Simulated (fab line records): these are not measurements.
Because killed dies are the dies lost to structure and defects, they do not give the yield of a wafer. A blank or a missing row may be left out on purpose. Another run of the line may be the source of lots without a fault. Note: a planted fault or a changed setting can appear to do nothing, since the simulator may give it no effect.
Chamber matching / flow n5_finfet / ald_metal-02 running N5_BEOL_M11_ALD_74: 4 sister chambers
The step deposits TaN, target thk 2 nm, pulse time 2 s, purge time 3 s. 20 wafers are shown with their chamber, then 10 later ones without.

WAFERS PAIRED WITH THEIR CHAMBERS
wafer=L075.1; chamber=1; heater_power_w (W)=388; precursor_vessel_carrier_sccm (sccm)=1001.7
wafer=L075.4; chamber=0; heater_power_w (W)=454; precursor_vessel_carrier_sccm (sccm)=1000.7
wafer=L075.5; chamber=3; heater_power_w (W)=419; precursor_vessel_carrier_sccm (sccm)=1001.1
wafer=L077.2; chamber=1; heater_power_w (W)=390; precursor_vessel_carrier_sccm (sccm)=998.4
wafer=L077.5; chamber=0; heater_power_w (W)=461; precursor_vessel_carrier_sccm (sccm)=995.7
wafer=L077.6; chamber=3; heater_power_w (W)=438; precursor_vessel_carrier_sccm (sccm)=996.5
wafer=L080.3; chamber=1; heater_power_w (W)=393; precursor_vessel_carrier_sccm (sccm)=995.4
wafer=L080.5; chamber=3; heater_power_w (W)=444; precursor_vessel_carrier_sccm (sccm)=999.3
wafer=L080.6; chamber=2; heater_power_w (W)=465; precursor_vessel_carrier_sccm (sccm)=1005.5
wafer=L084.2; chamber=1; heater_power_w (W)=394; precursor_vessel_carrier_sccm (sccm)=999.9
wafer=L084.3; chamber=3; heater_power_w (W)=446; precursor_vessel_carrier_sccm (sccm)=995.3
wafer=L084.6; chamber=0; heater_power_w (W)=471; precursor_vessel_carrier_sccm (sccm)=995.9
wafer=L081.1; chamber=1; heater_power_w (W)=387; precursor_vessel_carrier_sccm (sccm)=1001.0
wafer=L081.3; chamber=3; heater_power_w (W)=426; precursor_vessel_carrier_sccm (sccm)=998.7
wafer=L081.5; chamber=0; heater_power_w (W)=457; precursor_vessel_carrier_sccm (sccm)=1003.1
wafer=L085.1; chamber=2; heater_power_w (W)=461; precursor_vessel_carrier_sccm (sccm)=1003.8
wafer=L085.5; chamber=2; heater_power_w (W)=446; precursor_vessel_carrier_sccm (sccm)=1000.7
wafer=L085.6; chamber=1; heater_power_w (W)=384; precursor_vessel_carrier_sccm (sccm)=1000.5
wafer=L090.3; chamber=3; heater_power_w (W)=439; precursor_vessel_carrier_sccm (sccm)=995.9
wafer=L090.5; chamber=1; heater_power_w (W)=378; precursor_vessel_carrier_sccm (sccm)=999.2

SIGNATURES, as means of the wafers listed above
reading=heater_power_w; chamber 0=460.75; chamber 1=387.71; chamber 2=457.33; chamber 3=435.33; scatter within a chamber=8.33
reading=precursor_vessel_carrier_sccm; chamber 0=998.850; chamber 1=999.443; chamber 2=1003.333; chamber 3=997.800; scatter within a chamber=2.55
Rule: a wafer's distance from a chamber is the root of the sum, over the readings, of the square of ((its reading less the chamber's mean) divided by the reading's scatter). If the next closest chamber is less than 2 further off than the closest, the wafer can't be placed; otherwise it belongs to the closest. The scatter is the square root of a quotient: the sum, over the shown wafers, of each reading's squared deviation from its chamber's mean, divided by wafers minus chambers.

WAFERS MISSING THEIR CHAMBER
wafer=L090.6; heater_power_w (W)=457; precursor_vessel_carrier_sccm (sccm)=996.1
wafer=L088.2; heater_power_w (W)=430; precursor_vessel_carrier_sccm (sccm)=1002.1
wafer=L088.3; heater_power_w (W)=466; precursor_vessel_carrier_sccm (sccm)=1000.7
wafer=L088.5; heater_power_w (W)=447; precursor_vessel_carrier_sccm (sccm)=1000.7
wafer=L092.2; heater_power_w (W)=456; precursor_vessel_carrier_sccm (sccm)=1000.2
wafer=L092.3; heater_power_w (W)=393; precursor_vessel_carrier_sccm (sccm)=1001.0
wafer=L092.5; heater_power_w (W)=401; precursor_vessel_carrier_sccm (sccm)=1002.6
wafer=L096.3; heater_power_w (W)=372; precursor_vessel_carrier_sccm (sccm)=1002.5
wafer=L096.4; heater_power_w (W)=423; precursor_vessel_carrier_sccm (sccm)=994.9
wafer=L096.5; heater_power_w (W)=451; precursor_vessel_carrier_sccm (sccm)=1001.4

WHICH CHAMBER EACH ONE RAN IN
wafer=L090.6; from the rows above=can't be placed: 0 or 3 or 2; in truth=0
wafer=L088.2; from the rows above=can't be placed: 3 or 2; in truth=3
wafer=L088.3; from the rows above=can't be placed: 0 or 2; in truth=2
wafer=L088.5; from the rows above=can't be placed: 2 or 0 or 3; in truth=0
wafer=L092.2; from the rows above=can't be placed: 0 or 2 or 3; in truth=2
wafer=L092.3; from the rows above=1; in truth=1
wafer=L092.5; from the rows above=1; in truth=1
wafer=L096.3; from the rows above=1; in truth=1
wafer=L096.4; from the rows above=3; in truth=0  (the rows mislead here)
wafer=L096.5; from the rows above=can't be placed: 2 or 0 or 3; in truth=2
Correctly placed: 3 of 10. Unplaceable from these rows: 6, with the true chamber sitting among the candidates in 6. 1 placed wrongly.
